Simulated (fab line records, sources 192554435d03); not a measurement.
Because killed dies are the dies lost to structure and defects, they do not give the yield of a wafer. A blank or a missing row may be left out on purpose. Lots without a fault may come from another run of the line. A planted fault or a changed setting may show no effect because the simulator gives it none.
Lot-split experiment -- flow n5 finfet -- route with 1938 steps; 7 lots, 39 wafers read

THE SPLIT ITSELF
At N5_MOL_CONTACT_COAG_IMPLANT_129, the setting energy kev was moved away from the recipe's 3 on 9 of the 39 wafers read, by -27.8% to +21.2%. All remaining wafers had this setting at the recipe value.

The reading is taken at the split's own step.

THE READING
In nm, at N5_MOL_CONTACT_COAG_IMPLANT_129: implant.drp nm, which is the simulator's own figure and was read by no gauge. No usual value for it is given in the file.

wafer,"tool, chamber at the split",energy kev as run,against the recipe,"implant.drp nm, nm",against lot-mates on the recipe
L074.1,"implanter-01, 0",3,recipe,2.134,-
L074.2,"implanter-01, 0",3,recipe,2.134,-
L074.3,"implanter-01, 0",3,recipe,2.134,-
L074.4,"implanter-01, 0",3,recipe,2.134,-
L074.5,"implanter-01, 0",3,recipe,2.134,-
L074.6,"implanter-01, 0",3,recipe,2.134,-
L077.1,"implanter-01, 0",3,recipe,2.134,-
L077.2,"implanter-01, 0",3,recipe,2.134,-
L077.3,"implanter-01, 0",3,recipe,2.134,-
L077.4,"implanter-01, 0",3,recipe,2.134,-
L077.5,"implanter-01, 0",3,recipe,2.134,-
L077.6,"implanter-01, 0",3,recipe,2.134,-
L086.1,"implanter-01, 0",3,recipe,2.134,-
L086.5,"implanter-01, 0",3,recipe,2.134,-
L086.6,"implanter-01, 0",3,recipe,2.134,-
L086.2,"implanter-01, 0",2.166,-27.8%,1.746,-0.388
L086.3,"implanter-01, 0",2.166,-27.8%,1.746,-0.388
L086.4,"implanter-01, 0",2.166,-27.8%,1.746,-0.388
L089.1,"implanter-02, 0",3,recipe,2.134,-
L089.4,"implanter-02, 0",3,recipe,2.134,-
L089.5,"implanter-02, 0",3,recipe,2.134,-
L090.1,"implanter-01, 0",3,recipe,2.134,-
L090.2,"implanter-01, 0",3,recipe,2.134,-
L090.3,"implanter-01, 0",3,recipe,2.134,-
L090.4,"implanter-01, 0",3,recipe,2.134,-
L090.5,"implanter-01, 0",3,recipe,2.134,-
L090.6,"implanter-01, 0",3,recipe,2.134,-
L091.1,"implanter-01, 0",3.454,+15.1%,2.329,+0.195
L091.3,"implanter-01, 0",3.454,+15.1%,2.329,+0.195
L091.4,"implanter-01, 0",3.454,+15.1%,2.329,+0.195
L091.2,"implanter-01, 0",3,recipe,2.134,-
L091.5,"implanter-01, 0",3,recipe,2.134,-
L091.6,"implanter-01, 0",3,recipe,2.134,-
L093.1,"implanter-01, 0",3.636,+21.2%,2.405,+0.271
L093.4,"implanter-01, 0",3.636,+21.2%,2.405,+0.271
L093.5,"implanter-01, 0",3.636,+21.2%,2.405,+0.271
L093.2,"implanter-01, 0",3,recipe,2.134,-
L093.3,"implanter-01, 0",3,recipe,2.134,-
L093.6,"implanter-01, 0",3,recipe,2.134,-

FIT RESULTS
A straight line over all 39 wafers: implant.drp nm changes by +0.0134 nm for each +1% of energy kev; r = +1.00; the points scatter about the line by 0.0055 nm.
The same after taking each lot's own level away (the mean of its wafers on the recipe; 39 wafers): +0.0134 nm for each +1%; r = +1.00; scatter 0.0055 nm.
On that fit, the largest move of energy kev shifts the reading by 0.37 nm.
The lots' own levels span 2.1340 to 2.1340 nm.
So the lot-to-lot level changes the slope little: the two slopes agree.
Check: for one of the wafers moved furthest among these (-27.8%), held out of the fit, the line's prediction against its lot-mates is -0.373 nm. It came out at -0.388 nm against them.

THESE WAFERS: OTHER SPLITS
Note: prior to the reading, these wafers also went through further splits. Each is held against what the fit with the lots' levels taken away leaves over:
other split on the same wafers,wafers away from the commonest value,r with implant.drp nm (lot level and that fit taken away)
N5_FIN_SAQP_HM_DEP_03 target thk a,15,-0.18
N5_MOL_CONTACT_COAG_ETCH_106 source w,15,+0.23

THE WHOLE CHAIN: every reading that the file lists as answering this split, in the file's order
step,what it does,reading,change (the file's fit),r (the file's)
N5_MOL_CONTACT_COAG_IMPLANT_129,,"implant.rp nm (the simulator's own value, which no gauge read)",+0.0344 nm for each +1% of the setting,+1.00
N5_MOL_CONTACT_COAG_IMPLANT_129,,"implant.drp nm (the simulator's own value, which no gauge read)",+0.0134 nm for each +1% of the setting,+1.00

THE FILE'S OWN FIT
implant.drp nm changes by +0.0134 nm for each +1% of energy kev, r = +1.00.
